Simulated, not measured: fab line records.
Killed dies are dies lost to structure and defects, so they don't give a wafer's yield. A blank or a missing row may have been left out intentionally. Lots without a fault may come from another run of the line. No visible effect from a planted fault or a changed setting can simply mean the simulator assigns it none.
fab line records | flow n5Finfet
record lots=5 wafers=15 lastDay=17
route steps=1938 shown BEOL_M2@841
lots untouched by any fault: they come from a run of this same line in which no faults occurred
startH: start of the lot's first displayed wafer, in hours after the record's first day | waitH: hours from the lot's prior step to this one | " the same as in the row above | L1.1+2: one row covering several wafers at once | - no value, or no start was given | * or withheld: withheld | < > ~ a bound
route shown NAME@n: names a module that has steps shown in the file, with the first one's number in the route | usual: the fault-free wafers' mean and standard deviation | same: alike in all rows | chamber/n: place in a boat | sites: readings site by site | _std_site: the values' standard deviation | _edge_site: the outer-site mean with the inner-site mean subtracted | radiusMm: for every site, how far away it sits from the centre of the wafer | mask NAME#n: copy n | behind: tool/chamber where the wafer was last shaped | hold: cause of the lot's hold/its duration in hours/its outcome | device: the n, p or np transistor that did not switch | end of line: the same wafers' tests at the end of the route | where a step has no rows: the recipe by itself | killed: not the wafer's yield, but the dies lost to structure and defects at the first sort | map: shows each die of a wafer: x if killed, . if not, _ if none is there
set.NAME: the setting that was run; set.NAME@STEP: the one run at that earlier step | model.NAME: the simulator's own value behind a step, which no gauge read
lots seen at some steps along the route; tables by step, rows by wafer
services: a tool's chamber out of use, with start hour (startH, from the record's first day; less than 0 if before it), hours out, and reason
## steps
# step N5_BEOL_M2_ILD_DEP_00
# recipe material=SiOC targetThkA=790 tempC=350 precursor=DEMS/O2 pressureTorr=5 rfW=500 timeS=15.3
# usual heaterPowerW=468/45 rfFwdPowerW=493.5/2.1 showerheadPlenumPTorr=5.694/0.011 throttleValvePct=12.1/0.57
# same timeS=15.3
# columns lot.wafer tool chamber startH waitH heaterPowerW rfFwdPowerW showerheadPlenumPTorr throttleValvePct
L082.1 pecvd-03 2 183.07 0.0 456 494.3 5.683 12.3
L082.3 " 0 " " 410 490.9 5.701 11.6
L082.4 " 0 " " 410 490.3 5.699 11.4
L083.1 pecvd-03 2 185.00 0.0 434 490.2 5.703 12.2
L083.3 " 1 " " 510 491.4 5.708 12.7
L083.5 " 0 " " 475 490.6 5.688 11.7
L085.1 pecvd-02 0 221.20 0.0 401 494.2 5.707 12.8
L085.2 " 1 " " 489 495.7 5.696 11.8
L085.6 " 1 " " 496 496.4 5.691 11.7
L090.4 pecvd-04 1 224.82 0.1 469 493.3 5.682 11.3
L090.5 " 2 " " 440 494.3 5.682 11.0
L090.6 " 0 " " 478 496.2 5.701 11.7
L096.1 pecvd-03 1 262.73 0.0 533 495.1 5.707 12.9
L096.4 " 1 " " 526 496.2 5.684 12.8
L096.6 " 0 " " 424 492.7 5.705 11.4
# step N5_BEOL_M2_THK_MEAS_01
# recipe reads=SiOC_of_BEOL_M2_ILD_DEP_00
# usual M2_ILD_THK=78.4/0.97
# columns lot.wafer tool chamber startH waitH M2_ILD_THK[nm]
L082.1 filmMetro-02 - 183.14 0.0 78.1
L082.3 " - " " 78.1
L082.4 " - " " 79.9
L083.1 filmMetro-02 - 185.07 0.0 77.9
L083.3 " - " " 77.9
L083.5 " - " " 79.2
L085.1 filmMetro-01 - 221.26 0.0 78.3
L085.2 " - " " 77.5
L085.6 " - " " 78.6
L090.4 filmMetro-02 - 224.87 0.0 79.8
L090.5 " - " " 79.1
L090.6 " - " " 79.5
L096.1 filmMetro-02 - 262.80 0.0 76.6
L096.4 " - " " 78.0
L096.6 " - " " 79.5
# step N5_BEOL_M2_PECVD_72
# recipe material=SiO2 targetThkA=160 tempC=400 precursor=TEOS/O2 pressureTorr=5.5 rfW=450 teosFlowSccm=53.8 gas=O2 flowSccm=3000 timeS=18
# usual heaterPowerW=690/74 rfFwdPowerW=444.6/2.1 showerheadPlenumPTorr=8.78/0.053 throttleValvePct=22.3/1
# same timeS=18
# columns lot.wafer tool chamber startH waitH heaterPowerW rfFwdPowerW showerheadPlenumPTorr throttleValvePct
L082.1 pecvd-02 0 183.17 0.0 644 443.1 8.79 24.3
L082.3 " 2 " " 710 444.9 8.76 22.8
L082.4 " 1 " " 738 445.5 8.73 21.9
L083.1 pecvd-04 1 185.10 0.0 666 442.2 8.72 21.2
L083.3 " 0 " " 785 449.1 8.83 21.9
L083.5 " 0 " " 797 447.9 8.83 21.7
L085.1 pecvd-04 0 221.30 0.0 673 446.7 8.82 22.3
L085.2 " 2 " " 582 442.9 8.73 20.0
L085.6 " 2 " " 598 444.8 8.73 20.4
L090.4 pecvd-03 0 224.92 0.1 612 444.6 8.85 21.7
L090.5 " 0 " " 601 442.9 8.85 22.1
L090.6 " 1 " " 757 447.7 8.80 23.5
L096.1 pecvd-04 2 262.83 0.0 612 443.7 8.73 20.4
L096.4 " 2 " " 596 443.3 8.74 20.7
L096.6 " 1 " " 639 441.9 8.69 21.4
# step N5_BEOL_M2_HM_DEP_02
# recipe material=TiN targetThkA=200 tempC=25 chamberPressurePa=0.49996
# usual chamberPressurePa=0.5000/0.001 substrateTempC=25.00/0.11 throttleValvePct=29.8/0.87
# columns lot.wafer tool chamber startH waitH chamberPressurePa substrateTempC throttleValvePct
L082.1 pvdSputter-02 - 184.68 1.5 0.5009 24.97 31.0
L082.3 " - " " 0.4995 25.18 29.5
L082.4 " - " " 0.4983 25.04 28.8
L083.1 pvdSputter-02 - 185.58 0.5 0.5008 25.03 28.9
L083.3 " - " " 0.5002 25.21 29.8
L083.5 " - " " 0.4990 25.19 31.0
L085.1 pvdSputter-02 - 221.37 0.0 0.5008 24.97 29.6
L085.2 " - " " 0.5018 24.98 29.3
L085.6 " - " " 0.5003 24.97 30.8
L090.4 pvdSputter-02 - 225.81 0.9 0.4984 25.05 29.5
L090.5 " - " " 0.5001 24.90 28.9
L090.6 " - " " 0.4966 24.78 30.0
L096.1 pvdSputter-03 - 263.66 0.8 0.4976 24.93 31.0
L096.4 " - " " 0.4991 25.00 30.1
L096.6 " - " " 0.5001 24.90 31.0
# step N5_BEOL_M2_COAT_61
# recipe resist=SOC tempC=250 timeS=60 spinRpm=1500 resistThkNm=60
# usual exhaustPa=44.9/0.87 heaterPowerTotalW=500.6/1.7 resistLineTempC=22.99/0.097
# same timeS=60
# columns lot.wafer tool chamber startH waitH exhaustPa heaterPowerTotalW resistLineTempC
L082.1 lithoTrack-05 0 184.81 0.1 46.5 502.6 23.08
L082.3 " 0 " " 45.9 500.4 23.05
L082.4 " 0 " " 46.9 501.5 23.02
L083.1 lithoTrack-05 0 185.71 0.1 44.1 501.4 22.99
L083.3 " 0 " " 45.2 498.0 23.10
L083.5 " 0 " " 47.2 500.7 23.27
L085.1 lithoTrack-03 0 221.49 0.1 44.3 502.3 22.84
L085.2 " 0 " " 44.7 500.1 22.94
L085.6 " 0 " " 44.5 498.4 23.01
L090.4 lithoTrack-05 0 225.93 0.1 43.8 500.8 22.83
L090.5 " 0 " " 44.7 501.9 22.80
L090.6 " 0 " " 45.1 503.3 22.97
L096.1 lithoTrack-02 0 263.79 0.1 44.3 499.5 22.98
L096.4 " 0 " " 43.9 500.1 23.00
L096.6 " 0 " " 44.5 502.0 23.16
# step N5_BEOL_M2_COAT_62
# recipe resist=SiARC tempC=220 timeS=60 spinRpm=1500 resistThkNm=12
# usual exhaustPa=45.1/0.89 heaterPowerTotalW=427.3/2.2 resistLineTempC=23.00/0.1
# same timeS=60
# columns lot.wafer tool chamber startH waitH exhaustPa heaterPowerTotalW resistLineTempC
L082.1 lithoTrack-05 0 - - 44.2 426.1 23.04
L082.3 " 0 " " 44.7 426.9 22.97
L082.4 " 0 " " 45.1 426.5 23.00
L083.1 lithoTrack-05 0 - - 45.1 429.9 22.98
L083.3 " 0 " " 45.6 426.5 23.06
L083.5 " 0 " " 43.9 430.6 23.08
L085.1 lithoTrack-03 0 - - 47.0 426.3 23.24
L085.2 " 0 " " 45.1 425.6 23.09
L085.6 " 0 " " 46.2 427.5 23.12
L090.4 lithoTrack-05 0 - - 46.0 431.0 23.04
L090.5 " 0 " " 45.0 427.1 22.86
L090.6 " 0 " " 45.5 429.9 22.98
L096.1 lithoTrack-02 0 - - 44.7 428.4 22.92
L096.4 " 0 " " 44.0 425.6 23.05
L096.6 " 0 " " 44.4 425.5 22.91
# step N5_BEOL_M2_COAT_73
# recipe resist=underlayer tempC=205 timeS=60 spinRpm=1500 resistThkNm=5
# usual exhaustPa=44.9/0.89 heaterPowerTotalW=391.7/1.3 resistLineTempC=23.01/0.11
# same timeS=60
# columns lot.wafer tool chamber startH waitH exhaustPa heaterPowerTotalW resistLineTempC
L082.1 lithoTrack-05 0 - - 44.7 392.8 23.09
L082.3 " 0 " " 45.8 390.6 23.01
L082.4 " 0 " " 45.1 394.0 22.90
L083.1 lithoTrack-05 0 - - 42.5 393.5 22.78
L083.3 " 0 " " 43.3 390.0 22.97
L083.5 " 0 " " 43.5 391.8 23.09
L085.1 lithoTrack-03 0 - - 43.8 392.8 22.95
L085.2 " 0 " " 44.4 391.3 22.88
L085.6 " 0 " " 45.3 391.4 23.05
L090.4 lithoTrack-05 0 - - 45.2 390.3 22.93
L090.5 " 0 " " 44.2 393.2 22.98
L090.6 " 0 " " 45.6 392.1 22.95
L096.1 lithoTrack-02 0 - - 46.0 393.1 23.13
L096.4 " 0 " " 45.8 392.7 22.86
L096.6 " 0 " " 45.5 390.1 23.08
# step N5_BEOL_M2_COAT_05
# recipe resist=CAR-EUV spinRpm=1500 resistThkNm=30
# usual exhaustPa=45.0/0.89 resistLineTempC=22.98/0.1
# columns lot.wafer tool chamber startH waitH exhaustPa resistLineTempC
L082.1 lithoTrack-05 0 - - 44.1 23.00
L082.3 " 0 " " 45.0 23.16
L082.4 " 0 " " 45.0 23.09
L083.1 lithoTrack-05 0 - - 44.1 23.07
L083.3 " 0 " " 45.0 22.88
L083.5 " 0 " " 44.9 23.12
L085.1 lithoTrack-03 0 - - 45.4 22.83
L085.2 " 0 " " 43.6 22.90
L085.6 " 0 " " 44.6 22.98
L090.4 lithoTrack-05 0 - - 43.8 23.00
L090.5 " 0 " " 44.4 23.03
L090.6 " 0 " " 44.9 22.93
L096.1 lithoTrack-02 0 - - 46.3 23.02
L096.4 " 0 " " 44.5 22.99
L096.6 " 0 " " 46.2 22.88
# step N5_BEOL_M2_EBR_07
# recipe solvent=PGMEA ebrWidthMm=1.5
# usual exhaustPa=45.0/0.94 resistLineTempC=22.96/0.1
# columns lot.wafer tool chamber startH waitH exhaustPa resistLineTempC
L082.1 lithoTrack-05 0 - - 46.2 23.05
L082.3 " 0 " " 46.8 23.14
L082.4 " 0 " " 44.2 22.90
L083.1 lithoTrack-05 0 - - 46.2 22.93
L083.3 " 0 " " 46.0 22.93
L083.5 " 0 " " 46.2 22.93
L085.1 lithoTrack-03 0 - - 47.0 22.94
L085.2 " 0 " " 45.4 22.90
L085.6 " 0 " " 46.5 22.74
L090.4 lithoTrack-05 0 - - 45.6 22.88
L090.5 " 0 " " 45.1 22.77
L090.6 " 0 " " 45.4 22.91
L096.1 lithoTrack-02 0 - - 44.4 22.83
L096.4 " 0 " " 46.0 22.75
L096.6 " 0 " " 44.1 23.04
# step N5_BEOL_M2_SOFTBAKE_06
# recipe tempC=110 timeS=60 resist=CAR-EUV
# usual exhaustPa=45.2/0.98 heaterPowerTotalW=175.3/1.6 resistLineTempC=23.03/0.11
# same timeS=60
# columns lot.wafer tool chamber startH waitH exhaustPa heaterPowerTotalW resistLineTempC
L082.1 lithoTrack-05 0 - - 45.2 173.8 23.06
L082.3 " 0 " " 43.4 173.0 23.20
L082.4 " 0 " " 43.9 177.5 23.09
L083.1 lithoTrack-05 0 - - 44.2 175.8 23.05
L083.3 " 0 " " 46.8 176.1 23.21
L083.5 " 0 " " 45.8 174.4 23.04
L085.1 lithoTrack-03 0 - - 44.8 176.0 23.16
L085.2 " 0 " " 46.3 173.2 23.16
L085.6 " 0 " " 44.3 174.5 23.09
L090.4 lithoTrack-05 0 - - 45.2 175.2 23.02
L090.5 " 0 " " 46.4 177.5 22.95
L090.6 " 0 " " 46.2 177.5 22.90
L096.1 lithoTrack-02 0 - - 48.0 174.5 23.21
L096.4 " 0 " " 46.6 176.7 23.16
L096.6 " 0 " " 47.1 177.4 23.08
# step N5_BEOL_M2_EXPOSE_08
# recipe maskId=M2 na=0.33 sourceShape=dipole sigmaInner=0.369 sigmaOuter=0.767 polarization=unpolarized doseMj=41.25
# same sigmaInner=0.369 sigmaOuter=0.767
# columns lot.wafer tool chamber startH waitH mask
L082.1+3+4 euvScanner-01 0 184.95 - M2#0
L083.1+3+5 euvScanner-01 0 186.76 - M2#0
L085.1+2+6 euvScanner-02 0 221.63 - M2#0
L090.4+5+6 euvScanner-02 0 226.09 - M2#0
L096.1+4+6 euvScanner-01 0 264.05 - M2#0
# step N5_BEOL_M2_PEB_09
# recipe pebTempC=100 pebTimeS=60 resist=CAR-EUV
# usual exhaustPa=44.8/0.96 heaterPowerTotalW=154.1/1.1 resistLineTempC=22.99/0.11
# columns lot.wafer tool chamber startH waitH exhaustPa heaterPowerTotalW resistLineTempC
L082.1 lithoTrack-03 0 185.01 0.1 44.7 154.4 22.97
L082.3 " 0 " " 44.4 153.4 22.99
L082.4 " 0 " " 44.0 155.3 22.88
L083.1 lithoTrack-03 0 186.82 0.1 44.3 155.3 22.78
L083.3 " 0 " " 45.5 153.6 22.92
L083.5 " 0 " " 43.7 155.1 22.90
L085.1 lithoTrack-05 0 221.69 0.1 45.1 152.6 22.97
L085.2 " 0 " " 44.4 154.2 22.85
L085.6 " 0 " " 44.7 153.9 23.04
L090.4 lithoTrack-05 0 226.14 0.0 43.7 153.7 22.98
L090.5 " 0 " " 43.8 153.6 22.88
L090.6 " 0 " " 45.3 154.2 23.03
L096.1 lithoTrack-05 0 264.12 0.1 45.3 153.1 23.12
L096.4 " 0 " " 45.0 153.4 23.00
L096.6 " 0 " " 44.1 153.0 22.78
# step N5_BEOL_M2_DEVELOP_10
# recipe developTimeS=30 developer=TMAH resist=CAR-EUV rinseLiquid=surfactantRinse dry=airSpin devTempC=23
# usual exhaustPa=44.7/0.88 resistLineTempC=22.99/0.11
# columns lot.wafer tool chamber startH waitH exhaustPa resistLineTempC
L082.1 lithoTrack-03 0 - - 43.8 22.94
L082.3 " 0 " " 45.8 23.11
L082.4 " 0 " " 44.7 23.04
L083.1 lithoTrack-03 0 - - 44.3 22.86
L083.3 " 0 " " 44.3 22.98
L083.5 " 0 " " 44.6 22.92
L085.1 lithoTrack-05 0 - - 44.2 23.09
L085.2 " 0 " " 44.2 22.86
L085.6 " 0 " " 44.3 22.99
L090.4 lithoTrack-05 0 - - 46.4 22.94
L090.5 " 0 " " 45.5 22.95
L090.6 " 0 " " 45.6 22.85
L096.1 lithoTrack-05 0 - - 44.6 22.91
L096.4 " 0 " " 45.4 22.94
L096.6 " 0 " " 45.9 22.79
# step N5_BEOL_M2_CD_MEAS_11
# recipe targetCdNm=16.79 landingEnergyEv=500 detector=seInlens polarity=opening
# usual cdNm=16.84/0.23
# columns lot.wafer tool chamber startH waitH cdNm
L082.1 cdSem-03 0 185.08 - 16.93
L082.3 " 0 " " 16.50
L082.4 " 0 " " 16.43
L083.1 cdSem-03 0 186.89 - 16.40
L083.3 " 0 " " 16.97
L083.5 " 0 " " 16.65
L085.1 cdSem-02 0 221.76 - 16.83
L085.2 " 0 " " 17.18
L085.6 " 0 " " 17.10
L090.4 cdSem-02 0 226.21 - 17.11
L090.5 " 0 " " 16.59
L090.6 " 0 " " 16.83
L096.1 cdSem-02 0 264.18 - 16.75
L096.4 " 0 " " 17.33
L096.6 " 0 " " 16.95
# step N5_BEOL_M2_OVL_MEAS_12
# recipe pointsPerWafer=522
# usual M2_OVL=-0.2/0.6
# columns lot.wafer tool chamber startH waitH M2_OVL[nm]
L082.1 overlay-01 0 185.11 0.0 -1.5
L082.3 " 0 " " -1.0
L082.4 " 0 " " -0.8
L083.1 overlay-02 0 186.92 0.0 -0.9
L083.3 " 0 " " -0.4
L083.5 " 0 " " -1.1
L085.1 overlay-01 0 221.79 0.0 -0.6
L085.2 " 0 " " -0.6
L085.6 " 0 " " -0.5
L090.4 overlay-02 0 226.25 0.0 0.8
L090.5 " 0 " " 0.0
L090.6 " 0 " " 0.5
L096.1 overlay-02 0 264.21 0.0 -0.2
L096.4 " 0 " " -0.4
L096.6 " 0 " " 0.1
# step N5_BEOL_M2_INSPECT_13
# recipe mode=adi inspectInstrument=brightfield
# usual rawDefectCount=422/98
# columns lot.wafer tool chamber startH waitH rawDefectCount
L082.1 defectInspect-01 - 185.17 0.1 315
L082.3 " - " " 257
L082.4 " - " " 326
L083.1 defectInspect-01 - 186.98 0.1 337
L083.3 " - " " 408
L083.5 " - " " 422
L085.1 defectInspect-01 - 221.85 0.1 436
L085.2 " - " " 382
L085.6 " - " " 318
L090.4 defectInspect-01 - 226.29 0.0 391
L090.5 " - " " 283
L090.6 " - " " 377
L096.1 defectInspect-02 - 264.28 0.1 461
L096.4 " - " " 379
L096.6 " - " " 390
# step N5_BEOL_M2_DESCUM_16
# recipe chemistry=O2 timeS=7 sourcePowerW=50 biasPowerW=20 pressureMtorr=20 rfFrequencyHz=2.712e+07 tempC=40 resist=CAR-EUV o2FlowSccm=225
# usual drypumpMotorCurrentA=5.8/0.63 oesProductAu=0.76/0.074 rfFwdPowerW=49.32/0.22 rfVppV=242.8/1.3 showerheadPlenumPTorr=2.07/0.069 throttleValvePct=20.45/0.21
# same timeS=7
# columns lot.wafer tool chamber startH waitH drypumpMotorCurrentA oesProductAu rfFwdPowerW rfHoursCounterH rfVppV showerheadPlenumPTorr throttleValvePct
L082.1 rieDiel-05 2 185.34 0.2 5.6 0.78 49.57 140 243.0 2.10 20.44
L082.3 " 1 " " 6.0 0.83 48.92 69 243.0 2.05 20.58
L082.4 " 0 " " 5.2 0.67 49.46 228 243.9 2.17 20.57
L083.1 rieDiel-06 2 187.18 0.2 5.3 0.84 49.32 70 243.0 2.02 20.06
L083.3 " 0 " " 6.5 0.73 48.99 165 241.9 2.01 20.70
L083.5 " 0 " " 6.5 0.74 49.10 - 242.5 2.01 20.68
L085.1 rieDiel-01 2 221.93 0.1 6.7 0.74 49.24 188 242.4 2.10 20.49
L085.2 " 0 " " 6.2 0.93 49.12 22 245.5 2.22 19.92
L085.6 " 1 " " 5.3 0.72 48.95 - 242.2 2.07 20.66
L090.4 rieDiel-05 0 226.44 0.1 5.3 0.66 49.22 241 244.4 2.16 20.57
L090.5 " 1 " " 6.0 0.81 49.20 - 242.1 2.04 20.62
L090.6 " 2 " " 5.6 0.77 49.71 - 242.6 2.10 20.48
L096.1 rieDiel-06 1 264.33 0.0 5.8 0.93 49.29 19 244.4 2.15 20.17
L096.4 " 3 " " 4.8 0.74 49.27 168 241.9 1.99 20.33
L096.6 " 2 " " 5.3 0.81 49.36 - 242.6 2.01 20.10
# step N5_BEOL_M2_ETCH_74
# recipe chemistry=N2/H2 target=underlayer targetDepthA=65 maskMaterial=CAR-EUV timeS=5.2 ionEnergyEv=200 pressureMtorr=30 sourceW=840 biasW=150 n2FlowSccm=200 h2FlowSccm=200 ends=cleared
# usual drypumpMotorCurrentA=5.8/0.63 etchRfOnTimeS=5.23/0.13 oesProductAu=0.65/0.064 rfFwdPowerW=819.3/2.5 rfVppV=523.1/2.6 showerheadPlenumPTorr=2.52/0.081 throttleValvePct=17.92/0.17
# columns lot.wafer tool chamber startH waitH drypumpMotorCurrentA etchRfOnTimeS oesProductAu rfFwdPowerW rfHoursCounterH rfVppV showerheadPlenumPTorr throttleValvePct
L082.1 rieDiel-05 2 185.38 0.0 5.6 5.22 0.66 814.4 140 524.0 2.53 17.72
L082.3 " 1 " " 5.9 5.07 0.72 819.1 69 521.5 2.49 18.03
L082.4 " 0 " " 5.3 5.43 0.56 820.2 228 525.2 2.63 18.04
L083.1 rieDiel-06 2 187.21 0.0 5.3 5.27 0.70 821.3 70 521.5 2.47 17.60
L083.3 " 0 " " 6.4 5.30 0.63 820.5 165 521.0 2.44 18.01
L083.5 " 0 " " 6.4 5.35 0.62 821.0 - 518.5 2.44 18.01
L085.1 rieDiel-01 2 221.96 0.0 6.7 5.25 0.64 820.8 188 523.7 2.53 17.86
L085.2 " 0 " " 6.2 5.02 0.80 821.6 22 528.2 2.72 17.61
L085.6 " 1 " " 5.3 5.19 0.61 821.0 - 522.0 2.52 18.12
L090.4 rieDiel-05 0 226.47 0.0 5.3 5.42 0.56 819.1 241 524.4 2.62 18.05
L090.5 " 1 " " 6.0 5.05 0.71 818.8 - 521.5 2.48 18.06
L090.6 " 2 " " 5.6 5.14 0.65 816.5 - 524.1 2.53 17.76
L096.1 rieDiel-06 1 264.36 0.0 5.8 5.32 0.77 815.1 19 523.7 2.61 17.64
L096.4 " 3 " " 4.8 5.11 0.63 817.4 168 521.0 2.44 17.93
L096.6 " 2 " " 5.3 5.29 0.69 816.7 - 522.3 2.46 17.64
# step N5_BEOL_M2_ETCH_63
# recipe chemistry=CF4 target=SiARC targetDepthA=156 maskMaterial=CAR-EUV timeS=26 ionEnergyEv=80 pressureMtorr=40 sourceW=545 biasW=36 Ar_flow_sccm=100 cf4FlowSccm=100 ends=cleared
# usual drypumpMotorCurrentA=5.8/0.63 etchRfOnTimeS=26.1/0.63 oesProductAu=0.65/0.063 rfFwdPowerW=532.1/2.1 rfVppV=183.7/1.1 showerheadPlenumPTorr=2.12/0.063 throttleValvePct=15.63/0.21
# columns lot.wafer tool chamber startH waitH drypumpMotorCurrentA etchRfOnTimeS oesProductAu rfFwdPowerW rfHoursCounterH rfVppV showerheadPlenumPTorr throttleValvePct
L082.1 rieDiel-05 2 185.39 0.0 5.6 26.3 0.66 535.2 140 183.9 2.15 15.61
L082.3 " 1 " " 6.0 25.1 0.73 531.2 69 182.4 2.08 15.62
L082.4 " 0 " " 5.3 27.2 0.56 532.0 228 186.2 2.20 15.72
L083.1 rieDiel-06 2 187.23 0.0 5.3 26.1 0.71 533.2 70 182.8 2.08 15.27
L083.3 " 0 " " 6.4 26.0 0.62 530.5 165 183.2 2.06 15.81
L083.5 " 0 " " 6.4 26.0 0.62 529.0 - 183.1 2.06 15.79
L085.1 rieDiel-01 2 221.98 0.0 6.7 26.5 0.64 531.8 188 183.1 2.13 15.62
L085.2 " 0 " " 6.2 25.6 0.80 532.7 22 186.0 2.27 15.11
L085.6 " 1 " " 5.3 26.7 0.61 531.9 - 184.6 2.12 15.88
L090.4 rieDiel-05 0 226.49 0.0 5.2 27.5 0.56 528.8 241 185.3 2.19 15.75
L090.5 " 1 " " 5.9 25.4 0.71 533.0 - 183.7 2.08 15.65
L090.6 " 2 " " 5.6 26.4 0.64 536.3 - 184.4 2.15 15.64
L096.1 rieDiel-06 1 264.38 0.0 5.8 26.5 0.76 532.9 19 183.5 2.17 15.23
L096.4 " 3 " " 4.8 25.3 0.64 532.7 168 182.7 2.04 15.54
L096.6 " 2 " " 5.3 26.4 0.68 531.2 - 182.3 2.07 15.32
# step N5_BEOL_M2_ETCH_64
# recipe chemistry=N2/H2 target=SOC targetDepthA=750 overetchA=225 maskMaterial=SiARC tempC=40 timeS=121.9 ionEnergyEv=200 pressureMtorr=30 sourceW=840 biasW=150 n2FlowSccm=200 h2FlowSccm=200
# usual drypumpMotorCurrentA=5.8/0.63 oesProductAu=0.58/0.052 rfFwdPowerW=836.5/2.9 rfVppV=523.1/2.2 showerheadPlenumPTorr=2.52/0.081 throttleValvePct=17.87/0.17
# same timeS=121.9
# columns lot.wafer tool chamber startH waitH drypumpMotorCurrentA oesProductAu rfFwdPowerW rfHoursCounterH rfVppV showerheadPlenumPTorr throttleValvePct
L082.1 rieDiel-05 2 185.42 0.0 5.6 0.59 834.5 140 524.1 2.53 17.70
L082.3 " 1 " " 6.0 0.63 836.3 69 520.5 2.49 17.99
L082.4 " 0 " " 5.3 0.51 834.1 228 525.4 2.63 17.98
L083.1 rieDiel-06 2 187.26 0.0 5.3 0.64 836.7 70 522.2 2.47 17.57
L083.3 " 0 " " 6.4 0.56 837.5 165 521.2 2.44 17.98
L083.5 " 0 " " 6.4 0.56 836.9 - 520.4 2.44 17.97
L085.1 rieDiel-01 2 222.01 0.0 6.7 0.56 839.7 188 523.9 2.53 17.81
L085.2 " 0 " " 6.2 0.70 836.8 22 528.7 2.72 17.54
L085.6 " 1 " " 5.3 0.55 836.9 - 523.6 2.52 18.05
L090.4 rieDiel-05 0 226.52 0.0 5.3 0.51 841.0 241 525.2 2.62 18.01
L090.5 " 1 " " 6.0 0.61 835.7 - 522.3 2.48 18.02
L090.6 " 2 " " 5.6 0.58 838.2 - 522.3 2.53 17.72
L096.1 rieDiel-06 1 264.41 0.0 5.8 0.69 837.8 19 525.1 2.61 17.61
L096.4 " 3 " " 4.8 0.57 834.7 168 520.3 2.44 17.89
L096.6 " 2 " " 5.3 0.61 838.4 - 523.3 2.46 17.60
## services
# columns tool chamber startH hours kind
rieDiel-06 1 173.05 - clean
rieDiel-06 0 176.57 2.9 repair
rieDiel-01 3 183.44 7.2 repair
euvScanner-01 - 185.75 1.0 pm
pecvd-03 0 191.30 24.5 repair
pecvd-02 - 192.70 1.1 repair
rieDiel-06 1 199.25 14.5 repair
pecvd-03 - 203.51 6.0 pm
euvScanner-02 - 208.48 1.0 pm
rieDiel-06 - 209.18 0.3 repair
rieDiel-06 - 210.01 4.8 repair
rieDiel-06 1 216.20 8.8 repair
rieDiel-06 2 216.94 4.0 repair
pecvd-02 0 223.39 11.9 repair
pecvd-03 - 225.10 5.1 repair
rieDiel-06 0 227.20 14.4 repair
euvScanner-01 - 227.72 1.2 repair
rieDiel-05 - 236.83 0.2 repair
rieDiel-06 2 241.76 6.5 repair
euvScanner-01 - 241.90 1.0 pm
euvScanner-01 - 244.25 1.2 repair
pecvd-02 - 246.63 2.5 repair
rieDiel-01 1 255.42 3.4 repair
lithoTrack-05 - 261.76 - consumableReplace:filter
## key
fault none
